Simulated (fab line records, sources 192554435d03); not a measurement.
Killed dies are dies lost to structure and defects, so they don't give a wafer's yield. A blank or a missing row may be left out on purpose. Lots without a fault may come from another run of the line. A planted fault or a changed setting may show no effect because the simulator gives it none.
Split-lot experiment | flow n5_finfet | 7 lots, 21 wafers read, on a route of 1938 steps

THE SPLIT
At N5_BEOL_M3_COAT_05 (resist thk 30 nm), the setting spin_rpm was moved away from the recipe's 1500 rpm on 7 of the 21 wafers read, by -10.9% to +7.1%. The other wafers ran this setting at the recipe's value.

FROM THE SPLIT TO THE READING: what the file shows between them, 4 steps
- N5_BEOL_M3_EBR_07
- N5_BEOL_M3_SOFTBAKE_06: time 60 s
- N5_BEOL_M3_DESCUM_16: chemistry O2, time 7 s
- N5_BEOL_M3_ETCH_74: etches underlayer in N2/H2, target depth 6.5 nm, time 5.2 s

THE READING
CAR-EUV_of_BEOL_M3_COAT_05.thk_nm (the simulator's own value, which no gauge read), in nm, at N5_BEOL_M3_ETCH_63 (etches SiARC in CF4, target depth 15.6 nm, time 26 s). The file gives no usual value for it. The 14 wafers here that ran the recipe average 11.2 nm, standard deviation 0.07 nm.

wafer  | tool, chamber at the split | spin_rpm as run, rpm | against the recipe | CAR-EUV_of_BEOL_M3_COAT_05.thk_nm, nm | against lot-mates on the recipe
L077.1 | litho_track-05, 0          | 1606                 | +7.1%              | 10.2                                  | -1.0
L077.6 | litho_track-05, 0          | 1606                 | +7.1%              | 10.2                                  | -1.0
L077.4 | litho_track-05, 0          | 1500                 | recipe             | 11.2                                  | -
L076.1 | litho_track-02, 0          | 1500                 | recipe             | 11                                    | -
L076.2 | litho_track-02, 0          | 1594                 | +6.3%              | 10.4                                  | -0.7
L076.3 | litho_track-02, 0          | 1500                 | recipe             | 11.2                                  | -
L080.2 | litho_track-02, 0          | 1500                 | recipe             | 11.2                                  | -
L080.3 | litho_track-02, 0          | 1500                 | recipe             | 11.2                                  | -
L080.5 | litho_track-02, 0          | 1341                 | -10.6%             | 12.8                                  | +1.6
L083.2 | litho_track-04, 0          | 1336                 | -10.9%             | 13                                    | +1.8
L083.4 | litho_track-04, 0          | 1500                 | recipe             | 11.2                                  | -
L083.6 | litho_track-04, 0          | 1500                 | recipe             | 11.2                                  | -
L084.2 | litho_track-04, 0          | 1500                 | recipe             | 11.2                                  | -
L084.6 | litho_track-04, 0          | 1500                 | recipe             | 11.2                                  | -
L084.4 | litho_track-04, 0          | 1500                 | recipe             | 11                                    | -
L093.1 | litho_track-04, 0          | 1500                 | recipe             | 11.2                                  | -
L093.2 | litho_track-04, 0          | 1456                 | -2.9%              | 11.6                                  | +0.4
L093.4 | litho_track-04, 0          | 1456                 | -2.9%              | 11.6                                  | +0.4
L094.2 | litho_track-04, 0          | 1500                 | recipe             | 11.2                                  | -
L094.3 | litho_track-04, 0          | 1500                 | recipe             | 11.2                                  | -
L094.4 | litho_track-04, 0          | 1500                 | recipe             | 11.2                                  | -

THE FIT
A straight line over all 21 wafers: CAR-EUV_of_BEOL_M3_COAT_05.thk_nm changes by -0.15 nm for each +1% of spin_rpm; r = -0.99; the points scatter about the line by 0.084 nm.
The same after taking each lot's own level away (the mean of its wafers on the recipe; 21 wafers): -0.148 nm for each +1%; r = -0.99; scatter 0.082 nm.
On that fit, the largest move of spin_rpm shifts the reading by 1.6 nm.
The lots' own levels span 11.10 to 11.20 nm, that is 1.4 times the standard deviation above.
So the lot-to-lot level changes the slope little: the two slopes agree.
Check: with one of the wafers moved furthest among these (-10.9%) left out of the fit, the line predicts +1.55 nm for it against its lot-mates. It came out at +1.8 nm against them.

OTHER SPLITS ON THESE WAFERS
These wafers also went through other splits before the reading. Each is held against what the fit with the lots' levels taken away leaves over:
other split on the same wafers | wafers away from the commonest value | r with CAR-EUV_of_BEOL_M3_COAT_05.thk_nm (lot level and that fit taken away)
N5_BEOL_M1_ETCH_64 source_w    | 4                                    | -0.31
N5_BEOL_M2_ILD_DEP_00 time_s   | 7                                    | -0.07
N5_BEOL_M3_PECVD_72 temp_c     | 6                                    | -0.11

THE WHOLE CHAIN: every reading that the file lists as answering this split, in the file's order
step               | what it does                                         | reading                                                                            | change (the file's fit)               | r (the file's)
N5_BEOL_M3_COAT_05 | resist thk 30 nm                                     | CAR-EUV_of_BEOL_M3_COAT_05.thk_nm (the simulator's own value, which no gauge read) | -0.158 nm for each +1% of the setting | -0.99
N5_BEOL_M3_ETCH_63 | etches SiARC in CF4, target depth 15.6 nm, time 26 s | CAR-EUV_of_BEOL_M3_COAT_05.thk_nm (the simulator's own value, which no gauge read) | -0.149 nm for each +1% of the setting | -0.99

THE FILE'S OWN FIT
CAR-EUV_of_BEOL_M3_COAT_05.thk_nm changes by -0.149 nm for each +1% of spin_rpm, r = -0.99.
